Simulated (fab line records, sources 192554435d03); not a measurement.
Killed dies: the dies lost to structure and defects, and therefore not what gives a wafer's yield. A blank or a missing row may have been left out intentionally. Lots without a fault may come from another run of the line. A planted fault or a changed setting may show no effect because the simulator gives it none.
Split-lot experiment :: flow n5_finfet :: 39 wafers read from 7 lots, route of 1938 steps

== SPLIT DETAILS ==
At N5_SD_EPI_N_EPI_21 (deposits Si:P, time 690 s), the setting epi_growth_time_s was moved away from the recipe's 690 s on 15 of the 39 wafers read, by -5.0% to +10.6%. For the rest of the wafers, this setting stayed at what the recipe calls for.

== FROM THE SPLIT TO THE READING: what the file shows between them, 3 steps ==
- N5_SD_EPI_N_PRECLEAN_24: cleans in O3/DIW, time 60 s
- N5_SD_EPI_P_HM_STRIP_48: strips SiNx in H3PO4, material SiNx, target depth 3 nm
- N5_SD_EPI_P_SRD_49: time 30 s

== THE READING ==
Si-P_of_SD_EPI_N_EPI_21.thk_nm (the simulator's own value, which no gauge read), in nm, at N5_SD_EPI_P_PRECLEAN_24 (cleans in O3/DIW, time 45 s). There is no usual value for it anywhere in the file. The 24 wafers here that ran the recipe average 58.2 nm, standard deviation 0.59 nm.

wafer: L081.1
tool, chamber at the split: epi_rpcvd-04, 0
epi_growth_time_s as run, s: 690
against the recipe: recipe
Si-P_of_SD_EPI_N_EPI_21.thk_nm, nm: 57.6
against lot-mates on the recipe: -

wafer: L081.6
tool, chamber at the split: epi_rpcvd-04, 0
epi_growth_time_s as run, s: 690
against the recipe: recipe
Si-P_of_SD_EPI_N_EPI_21.thk_nm, nm: 57.6
against lot-mates on the recipe: -

wafer: L081.2
tool, chamber at the split: epi_rpcvd-04, 0
epi_growth_time_s as run, s: 734
against the recipe: +6.4%
Si-P_of_SD_EPI_N_EPI_21.thk_nm, nm: 60
against lot-mates on the recipe: +2.5

wafer: L081.3
tool, chamber at the split: epi_rpcvd-04, 0
epi_growth_time_s as run, s: 734
against the recipe: +6.4%
Si-P_of_SD_EPI_N_EPI_21.thk_nm, nm: 60.2
against lot-mates on the recipe: +2.7

wafer: L081.4
tool, chamber at the split: epi_rpcvd-04, 0
epi_growth_time_s as run, s: 734
against the recipe: +6.4%
Si-P_of_SD_EPI_N_EPI_21.thk_nm, nm: 59.8
against lot-mates on the recipe: +2.3

wafer: L081.5
tool, chamber at the split: epi_rpcvd-04, 0
epi_growth_time_s as run, s: 690
against the recipe: recipe
Si-P_of_SD_EPI_N_EPI_21.thk_nm, nm: 57.2
against lot-mates on the recipe: -

wafer: L082.1
tool, chamber at the split: epi_rpcvd-04, 0
epi_growth_time_s as run, s: 669
against the recipe: -3.0%
Si-P_of_SD_EPI_N_EPI_21.thk_nm, nm: 57.4
against lot-mates on the recipe: -0.7

wafer: L082.2
tool, chamber at the split: epi_rpcvd-04, 0
epi_growth_time_s as run, s: 669
against the recipe: -3.0%
Si-P_of_SD_EPI_N_EPI_21.thk_nm, nm: 56
against lot-mates on the recipe: -2.1

wafer: L082.3
tool, chamber at the split: epi_rpcvd-04, 0
epi_growth_time_s as run, s: 669
against the recipe: -3.0%
Si-P_of_SD_EPI_N_EPI_21.thk_nm, nm: 56.4
against lot-mates on the recipe: -1.7

wafer: L082.4
tool, chamber at the split: epi_rpcvd-04, 0
epi_growth_time_s as run, s: 690
against the recipe: recipe
Si-P_of_SD_EPI_N_EPI_21.thk_nm, nm: 58.2
against lot-mates on the recipe: -

wafer: L082.5
tool, chamber at the split: epi_rpcvd-04, 0
epi_growth_time_s as run, s: 690
against the recipe: recipe
Si-P_of_SD_EPI_N_EPI_21.thk_nm, nm: 57.8
against lot-mates on the recipe: -

wafer: L082.6
tool, chamber at the split: epi_rpcvd-04, 0
epi_growth_time_s as run, s: 690
against the recipe: recipe
Si-P_of_SD_EPI_N_EPI_21.thk_nm, nm: 58.4
against lot-mates on the recipe: -

wafer: L083.1
tool, chamber at the split: epi_rpcvd-01, 0
epi_growth_time_s as run, s: 763.4
against the recipe: +10.6%
Si-P_of_SD_EPI_N_EPI_21.thk_nm, nm: 63.2
against lot-mates on the recipe: +4.7

wafer: L083.2
tool, chamber at the split: epi_rpcvd-01, 0
epi_growth_time_s as run, s: 690
against the recipe: recipe
Si-P_of_SD_EPI_N_EPI_21.thk_nm, nm: 58.4
against lot-mates on the recipe: -

wafer: L083.6
tool, chamber at the split: epi_rpcvd-01, 0
epi_growth_time_s as run, s: 690
against the recipe: recipe
Si-P_of_SD_EPI_N_EPI_21.thk_nm, nm: 58.4
against lot-mates on the recipe: -

wafer: L083.3
tool, chamber at the split: epi_rpcvd-01, 0
epi_growth_time_s as run, s: 763.4
against the recipe: +10.6%
Si-P_of_SD_EPI_N_EPI_21.thk_nm, nm: 62.6
against lot-mates on the recipe: +4.1

wafer: L083.4
tool, chamber at the split: epi_rpcvd-01, 0
epi_growth_time_s as run, s: 763.4
against the recipe: +10.6%
Si-P_of_SD_EPI_N_EPI_21.thk_nm, nm: 62.6
against lot-mates on the recipe: +4.1

wafer: L083.5
tool, chamber at the split: epi_rpcvd-01, 0
epi_growth_time_s as run, s: 690
against the recipe: recipe
Si-P_of_SD_EPI_N_EPI_21.thk_nm, nm: 58.6
against lot-mates on the recipe: -

wafer: L086.4
tool, chamber at the split: epi_rpcvd-01, 0
epi_growth_time_s as run, s: 690
against the recipe: recipe
Si-P_of_SD_EPI_N_EPI_21.thk_nm, nm: 57.6
against lot-mates on the recipe: -

wafer: L086.5
tool, chamber at the split: epi_rpcvd-01, 0
epi_growth_time_s as run, s: 690
against the recipe: recipe
Si-P_of_SD_EPI_N_EPI_21.thk_nm, nm: 57.8
against lot-mates on the recipe: -

wafer: L086.6
tool, chamber at the split: epi_rpcvd-01, 0
epi_growth_time_s as run, s: 690
against the recipe: recipe
Si-P_of_SD_EPI_N_EPI_21.thk_nm, nm: 58
against lot-mates on the recipe: -

wafer: L089.1
tool, chamber at the split: epi_rpcvd-01, 0
epi_growth_time_s as run, s: 690
against the recipe: recipe
Si-P_of_SD_EPI_N_EPI_21.thk_nm, nm: 57.6
against lot-mates on the recipe: -

wafer: L089.2
tool, chamber at the split: epi_rpcvd-01, 0
epi_growth_time_s as run, s: 690
against the recipe: recipe
Si-P_of_SD_EPI_N_EPI_21.thk_nm, nm: 58.2
against lot-mates on the recipe: -

wafer: L089.3
tool, chamber at the split: epi_rpcvd-01, 0
epi_growth_time_s as run, s: 690
against the recipe: recipe
Si-P_of_SD_EPI_N_EPI_21.thk_nm, nm: 57.8
against lot-mates on the recipe: -

wafer: L089.4
tool, chamber at the split: epi_rpcvd-01, 0
epi_growth_time_s as run, s: 663.7
against the recipe: -3.8%
Si-P_of_SD_EPI_N_EPI_21.thk_nm, nm: 56.2
against lot-mates on the recipe: -1.7

wafer: L089.5
tool, chamber at the split: epi_rpcvd-01, 0
epi_growth_time_s as run, s: 663.7
against the recipe: -3.8%
Si-P_of_SD_EPI_N_EPI_21.thk_nm, nm: 56.6
against lot-mates on the recipe: -1.3

wafer: L089.6
tool, chamber at the split: epi_rpcvd-01, 0
epi_growth_time_s as run, s: 663.7
against the recipe: -3.8%
Si-P_of_SD_EPI_N_EPI_21.thk_nm, nm: 56.4
against lot-mates on the recipe: -1.5

wafer: L094.1
tool, chamber at the split: epi_rpcvd-01, 0
epi_growth_time_s as run, s: 690
against the recipe: recipe
Si-P_of_SD_EPI_N_EPI_21.thk_nm, nm: 58.4
against lot-mates on the recipe: -

wafer: L094.2
tool, chamber at the split: epi_rpcvd-01, 0
epi_growth_time_s as run, s: 690
against the recipe: recipe
Si-P_of_SD_EPI_N_EPI_21.thk_nm, nm: 59.2
against lot-mates on the recipe: -

wafer: L094.5
tool, chamber at the split: epi_rpcvd-01, 0
epi_growth_time_s as run, s: 690
against the recipe: recipe
Si-P_of_SD_EPI_N_EPI_21.thk_nm, nm: 59.2
against lot-mates on the recipe: -

wafer: L094.3
tool, chamber at the split: epi_rpcvd-01, 0
epi_growth_time_s as run, s: 690
against the recipe: recipe
Si-P_of_SD_EPI_N_EPI_21.thk_nm, nm: 58.6
against lot-mates on the recipe: -

wafer: L094.4
tool, chamber at the split: epi_rpcvd-01, 0
epi_growth_time_s as run, s: 690
against the recipe: recipe
Si-P_of_SD_EPI_N_EPI_21.thk_nm, nm: 59
against lot-mates on the recipe: -

wafer: L094.6
tool, chamber at the split: epi_rpcvd-01, 0
epi_growth_time_s as run, s: 690
against the recipe: recipe
Si-P_of_SD_EPI_N_EPI_21.thk_nm, nm: 59.4
against lot-mates on the recipe: -

wafer: L096.1
tool, chamber at the split: epi_rpcvd-04, 0
epi_growth_time_s as run, s: 655.3
against the recipe: -5.0%
Si-P_of_SD_EPI_N_EPI_21.thk_nm, nm: 56
against lot-mates on the recipe: -2.1

wafer: L096.3
tool, chamber at the split: epi_rpcvd-04, 0
epi_growth_time_s as run, s: 655.3
against the recipe: -5.0%
Si-P_of_SD_EPI_N_EPI_21.thk_nm, nm: 56
against lot-mates on the recipe: -2.1

wafer: L096.2
tool, chamber at the split: epi_rpcvd-04, 0
epi_growth_time_s as run, s: 690
against the recipe: recipe
Si-P_of_SD_EPI_N_EPI_21.thk_nm, nm: 58.2
against lot-mates on the recipe: -

wafer: L096.4
tool, chamber at the split: epi_rpcvd-04, 0
epi_growth_time_s as run, s: 655.3
against the recipe: -5.0%
Si-P_of_SD_EPI_N_EPI_21.thk_nm, nm: 55.6
against lot-mates on the recipe: -2.5

wafer: L096.5
tool, chamber at the split: epi_rpcvd-04, 0
epi_growth_time_s as run, s: 690
against the recipe: recipe
Si-P_of_SD_EPI_N_EPI_21.thk_nm, nm: 57.4
against lot-mates on the recipe: -

wafer: L096.6
tool, chamber at the split: epi_rpcvd-04, 0
epi_growth_time_s as run, s: 690
against the recipe: recipe
Si-P_of_SD_EPI_N_EPI_21.thk_nm, nm: 58.6
against lot-mates on the recipe: -

FIT RESULTS
A straight line over all 39 wafers: Si-P_of_SD_EPI_N_EPI_21.thk_nm changes by +0.416 nm for each +1% of epi_growth_time_s; r = +0.95; the points scatter about the line by 0.58 nm.
The same after taking each lot's own level away (the mean of its wafers on the recipe; 39 wafers): +0.413 nm for each +1%; r = +0.98; scatter 0.33 nm.
On that fit, the largest move of epi_growth_time_s shifts the reading by 4.4 nm.
The span of the lots' own levels, 57.47 to 58.97 nm, comes to 2.5 times the standard deviation stated above.
The two slopes are in agreement: the lot-to-lot level therefore moves the slope only a little.
Check: +4.26 nm against its lot-mates is what the line predicts for one of the wafers moved furthest among these (+10.6%) when that wafer is left out of the fit. Against them it came out at +4.73 nm.

== THE WHOLE CHAIN: every reading that the file lists as answering this split, in the file's order ==
step: N5_SD_EPI_N_EPI_21
what it does: deposits Si:P, time 690 s
reading: Si-P_of_SD_EPI_N_EPI_21.thk_nm (the simulator's own value, which no gauge read)
change (the file's fit): +0.419 nm for each +1% of the setting
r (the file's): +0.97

step: N5_SD_EPI_P_PRECLEAN_24
what it does: cleans in O3/DIW, time 45 s
reading: Si-P_of_SD_EPI_N_EPI_21.thk_nm (the simulator's own value, which no gauge read)
change (the file's fit): +0.412 nm for each +1% of the setting
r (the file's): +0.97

== THE FILE'S OWN FIT ==
Si-P_of_SD_EPI_N_EPI_21.thk_nm changes by +0.412 nm for each +1% of epi_growth_time_s, r = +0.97.
